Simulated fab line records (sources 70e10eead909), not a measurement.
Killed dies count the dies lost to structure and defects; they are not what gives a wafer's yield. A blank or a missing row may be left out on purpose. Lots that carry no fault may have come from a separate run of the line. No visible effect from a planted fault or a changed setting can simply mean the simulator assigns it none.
Which tool was responsible? ; flow nandHarc ; 24 lots, 72 wafers sampled, at 5 steps of a route of 1302

== WHAT THE GAUGES SHOWED, per wafer ==
NHARC_P_BONDPAD_INSPECT_23. Usual: rawDefectCount reads 373 (standard deviation 170).
lot;measured;on;rawDefectCount;flag
L074;day 6 16:50;defectInspect-02;233 189 243;
L075;day 6 23:24;defectInspect-02;249 393 427;
L076;day 7 11:22;defectInspect-02;501 437 626;
L077;day 8 04:55;defectInspect-02;594 1370 595;
L078;day 8 08:41;defectInspect-02;237 285 320;
L079;day 8 20:23;defectInspect-01;297 281 261;
L080;day 9 04:29;defectInspect-02;742 556 367;
L081;day 9 16:36;defectInspect-02;424 269 207;
L082;day 10 08:52;defectInspect-01;253 504 500;
L083;day 10 13:33;defectInspect-01;397 271 237;
L084;day 11 03:25;defectInspect-01;232 174 249;
L085;day 11 04:22;defectInspect-02;176 468 190;
L086;day 11 13:22;defectInspect-01;316 434 330;
L087;day 12 07:06;defectInspect-01;482 1358 528;
L088;day 12 20:16;defectInspect-01;317 462 367;
L089;day 12 22:41;defectInspect-01;300 414 228;
L091;day 13 20:03;defectInspect-01;344 279 240;
L090;day 13 20:51;defectInspect-02;317 370 510;
L093;day 14 12:10;defectInspect-01;428 367 318;
L092;day 14 12:30;defectInspect-02;577 432 525;
L094;day 15 03:31;defectInspect-01;347 297 512;
L095;day 15 17:18;defectInspect-01;389 400 312;
L096;day 16 00:53;defectInspect-01;350 541 397;
L097;day 16 13:52;defectInspect-01;443 378 237;

NHARC_A_ZERO_WELL_CD_MEAS_10 targets a cd of 2000 nm. Usual: cdNm reads 2000.3 nm (standard deviation 1.7).
lot;measured;on;cdNm (nm);flag
L074;day 6 18:10;cdSem-03;1999.5 1999.9 1999.8;
L075;day 7 00:35;cdSem-02;2002.6 1999.9 2001.3;
L076;day 7 12:40;cdSem-01;2003.5 2004.8 2001.3;
L077;day 8 06:15;cdSem-01;1998.6 1998.1 1999.4;
L078;day 8 09:53;cdSem-02;2000.3 2000.4 2002.2;
L079;day 8 21:40;cdSem-02;2000.2 2000.9 2001.1;
L080;day 9 05:47;cdSem-03;1998.1 1999.1 2002.6;
L081;day 9 17:55;cdSem-01;2002.8 2001.5 2000.4;
L082;day 10 10:12;cdSem-03;2000.4 2000.8 2003.7;
L083;day 10 14:44;cdSem-03;2000.9 2001.0 2003.2;
L084;day 11 04:44;cdSem-01;2001.1 2002.5 2002.3;
L085;day 11 05:41;cdSem-03;2003.9 1998.8 1997.7;
L086;day 11 14:41;cdSem-02;1999.9 2003.2 1998.2;
L087;day 12 08:25;cdSem-02;1998.5 1999.9 1997.9;
L088;day 12 21:27;cdSem-03;2000.6 1998.2 1998.0;
L089;day 13 00:01;cdSem-02;2001.3 2000.4 2000.7;
L091;day 13 21:14;cdSem-03;1998.4 1997.2 1999.0;
L090;day 13 22:10;cdSem-03;1998.6 1997.9 1996.8;
L093;day 14 13:34;cdSem-01;2001.9 2001.9 2002.1;
L092;day 14 13:53;cdSem-01;1998.5 1999.9 1999.3;
L094;day 15 04:49;cdSem-03;1999.2 1998.9 2000.3;
L095;day 15 18:29;cdSem-01;2003.5 2002.4 2001.3;
L096;day 16 02:12;cdSem-03;1999.1 2002.7 1998.2;
L097;day 16 15:18;cdSem-02;2001.0 2002.2 2000.6;

NHARC_A_SOURCE_PLATE_THK_MEAS_06: measures by ellipsometry. Usual: thkNm reads 199.4 nm (standard deviation 2.3).
lot;measured;on;thkNm (nm);flag
L074;day 7 15:29;filmMetro-01;199.4 202.4 199.8;
L075;day 7 21:28;filmMetro-01;199.3 199.3 200.6;
L076;day 8 10:26;filmMetro-01;200.0 199.7 201.1;
L077;day 9 06:10;filmMetro-01;196.5 198.8 195.3;
L078;day 9 06:10;filmMetro-02;198.1 198.1 197.0;
L079;day 9 19:50;filmMetro-01;203.4 204.2 199.3;
L080;day 10 05:43;filmMetro-02;197.8 196.9 200.2;
L081;day 10 15:46;filmMetro-02;195.5 195.1 195.7;
L082;day 11 07:05;filmMetro-01;200.2 201.1 197.7;
L083;day 11 12:46;filmMetro-02;202.6 200.4 200.6;
L084;day 12 03:15;filmMetro-02;200.7 201.0 202.5;
L085;day 12 03:15;filmMetro-01;201.8 201.7 201.9;
L086;day 12 11:59;filmMetro-02;201.9 199.6 199.3;
L087;day 13 05:23;filmMetro-01;194.8 194.0 196.7;
L088;day 13 22:54;filmMetro-02;199.7 198.6 197.6;
L089;day 13 22:54;filmMetro-01;203.5 199.0 202.3;
L091;day 14 19:16;filmMetro-02;196.2 198.2 197.5;
L090;day 14 19:16;filmMetro-01;195.4 195.2 196.1;
L093;day 15 11:01;filmMetro-02;198.9 198.0 199.7;
L092;day 15 11:01;filmMetro-01;199.3 200.9 202.1;
L094;day 16 03:33;filmMetro-01;198.4 199.2 199.5;
L095;day 16 15:43;filmMetro-01;198.7 200.6 198.5;
L096;day 17 03:10;filmMetro-01;203.0 202.8 201.0;
L097;day 17 13:09;filmMetro-01;200.2 197.7 196.3;

== WHAT TOOL EACH LOT RAN ON (gives the tool, then ch and the chambers of the sampled wafers, and finally the start) ==
lot;NHARC_P_BONDPAD_STRIP_15;NHARC_P_BONDPAD_PVD_27
L074;rieDiel-04 ch 0,2,3, day 6 14:40;pvdSputter-02, day 6 16:50 or earlier
L075;rieDiel-06 ch 0,1,3, day 6 21:14;pvdSputter-02, day 6 23:24 or earlier
L076;rieDiel-04 ch 1,3, day 7 09:11;pvdSputter-02, day 7 11:22 or earlier
L077;rieDiel-06 ch 0,1,3, day 8 02:44;pvdSputter-01, day 8 04:55 or earlier
L078;rieDiel-04 ch 0,1,2, day 8 06:32;pvdSputter-01, day 8 08:41 or earlier
L079;rieDiel-02 ch 0,1,2, day 8 18:14;pvdSputter-03, day 8 20:23 or earlier
L080;rieDiel-04 ch 0,1,3, day 9 02:19;pvdSputter-01, day 9 04:29 or earlier
L081;rieDiel-04 ch 0,2,3, day 9 14:25;pvdSputter-01, day 9 16:36 or earlier
L082;rieDiel-06 ch 0,2,3, day 10 06:44;pvdSputter-03, day 10 08:52 or earlier
L083;rieDiel-04 ch 1,2,3, day 10 11:25;pvdSputter-02, day 10 13:33 or earlier
L084;rieDiel-04 ch 0,2,3, day 11 01:15;pvdSputter-03, day 11 03:25 or earlier
L085;rieDiel-02 ch 1,2,3, day 11 02:12;pvdSputter-02, day 11 04:22 or earlier
L086;rieDiel-02 ch 0,1, day 11 11:13;pvdSputter-03, day 11 13:22 or earlier
L087;rieDiel-02 ch 1,3, day 12 04:56;pvdSputter-02, day 12 07:06 or earlier
L088;rieDiel-02 ch 0,3, day 12 18:06;pvdSputter-01, day 12 20:16 or earlier
L089;rieDiel-04 ch 0,2, day 12 20:29;pvdSputter-03, day 12 22:41 or earlier
L091;rieDiel-02 ch 0,2,3, day 13 17:32;pvdSputter-02, day 13 20:03 or earlier
L090;rieDiel-06 ch 1,2, day 13 18:24;pvdSputter-02, day 13 20:51 or earlier
L093;rieDiel-02 ch 0,1,3, day 14 09:57;pvdSputter-03, day 14 12:10 or earlier
L092;rieDiel-06 ch 1,2, day 14 10:19;pvdSputter-02, day 14 12:30 or earlier
L094;rieDiel-06 ch 0,1,2, day 15 01:23;pvdSputter-02, day 15 03:31 or earlier
L095;rieDiel-06 ch 0,1, day 15 15:07;pvdSputter-03, day 15 17:18 or earlier
L096;rieDiel-06 ch 0,1,2, day 15 22:47;pvdSputter-01, day 16 00:53 or earlier
L097;rieDiel-06 ch 0,1, day 16 11:41;pvdSputter-01, day 16 13:52 or earlier
- NHARC_P_BONDPAD_STRIP_15: strips in O2.
- NHARC_P_BONDPAD_PVD_27: deposits Cu, target thk 30 nm, time 20.49 s.

== WHAT THE TOOLS THEMSELVES READ (means of the sampled wafers that have a number; where no wafer has one, the mark that the record gives instead) ==
NHARC_P_BONDPAD_STRIP_15. Usual: drypumpMotorCurrentA 5.9 A, standard deviation 0.43; oesProductAu 1.005 a.u., standard deviation 0.01; rfVppV 57.9 V, standard deviation 0.93; showerheadPlenumPTorr 3.59 Torr, standard deviation 0.14; throttleValvePct 17.037 %, standard deviation 0.009.
lot;tool;drypumpMotorCurrentA (A);oesProductAu (a.u.);rfVppV (V);showerheadPlenumPTorr (Torr);throttleValvePct (%);flag
L074;rieDiel-04;5.5;1.013;58.7;3.72;17.041;
L075;rieDiel-06;6.0;1.005;58.2;3.50;17.037;
L076;rieDiel-04;6.0;1.015;57.8;3.70;17.034;
L077;rieDiel-06;6.0;0.999;58.2;3.50;17.032;
L078;rieDiel-04;5.4;1.004;58.0;3.64;17.035;
L079;rieDiel-02;6.3;1.007;58.3;3.55;17.035;
L080;rieDiel-04;5.7;1.011;57.4;3.67;17.033;
L081;rieDiel-04;5.5;1.002;58.0;3.72;17.042;
L082;rieDiel-06;6.2;1.001;56.8;3.42;17.047;
L083;rieDiel-04;5.6;0.989;59.3;3.67;17.033;
L084;rieDiel-04;5.5;0.997;58.9;3.72;17.036;
L085;rieDiel-02;6.1;1.007;57.9;3.63;17.041;
L086;rieDiel-02;6.3;1.013;58.5;3.63;17.041;
L087;rieDiel-02;6.0;1.010;58.1;3.71;17.039;
L088;rieDiel-02;5.9;1.000;57.6;3.56;17.038;
L089;rieDiel-04;5.3;1.016;58.6;3.69;17.038;
L091;rieDiel-02;6.1;1.013;57.5;3.51;17.044;
L090;rieDiel-06;6.4;1.009;56.9;3.56;17.038;
L093;rieDiel-02;6.1;1.001;58.5;3.60;17.041;
L092;rieDiel-06;6.1;1.004;58.0;3.63;17.035;
L094;rieDiel-06;6.2;1.010;58.6;3.54;17.042;
L095;rieDiel-06;6.0;1.013;57.6;3.52;17.030;
L096;rieDiel-06;6.2;1.008;58.1;3.54;17.028;
L097;rieDiel-06;6.0;1.009;58.2;3.61;17.035;

NHARC_P_BONDPAD_PVD_27. Usual: cathodeDcPowerW 5000.0 W, standard deviation 0.91; throttleValvePct 29.8 %, standard deviation 0.81.
lot;tool;cathodeDcPowerW (W);throttleValvePct (%);flag
L074;pvdSputter-02;4999.9;29.8;
L075;pvdSputter-02;5000.7;29.8;
L076;pvdSputter-02;4999.0;29.9;
L077;pvdSputter-01;5000.3;29.6;
L078;pvdSputter-01;5000.7;29.5;
L079;pvdSputter-03;4999.8;29.5;
L080;pvdSputter-01;4999.9;29.4;
L081;pvdSputter-01;4999.2;29.5;
L082;pvdSputter-03;5000.2;30.1;
L083;pvdSputter-02;4999.8;30.5;
L084;pvdSputter-03;5000.1;29.5;
L085;pvdSputter-02;5000.4;30.6;
L086;pvdSputter-03;4999.6;29.1;
L087;pvdSputter-02;5000.6;30.6;
L088;pvdSputter-01;4999.7;29.4;
L089;pvdSputter-03;4999.7;29.6;
L091;pvdSputter-02;5000.9;29.5;
L090;pvdSputter-02;5000.5;30.2;
L093;pvdSputter-03;5000.3;29.5;
L092;pvdSputter-02;5000.1;30.1;
L094;pvdSputter-02;5000.0;29.8;
L095;pvdSputter-03;4999.7;29.6;
L096;pvdSputter-01;4999.5;29.4;
L097;pvdSputter-01;4999.6;29.2;

== THE ANSWER, worked out from the rows above alone ==
Rule: a lot is off if the mean of its wafers that have a number lies more than 3 standard deviations from the usual mean. Also off: a lot with no number at a reading for which 4 or more lots have one. Any other lot the step has rows for is counted as sound. After the gauges, taken in route order, come the tools' own readings; for these a lot's mean is taken, as printed above. At the first step where some lot is off, the reading lying furthest off is the one used; lots without a number count as furthest.
Across all readings shown, no lot is off: no conclusion can be drawn from this.

== WHAT HAD BEEN PUT IN BY THE SIMULATOR ==
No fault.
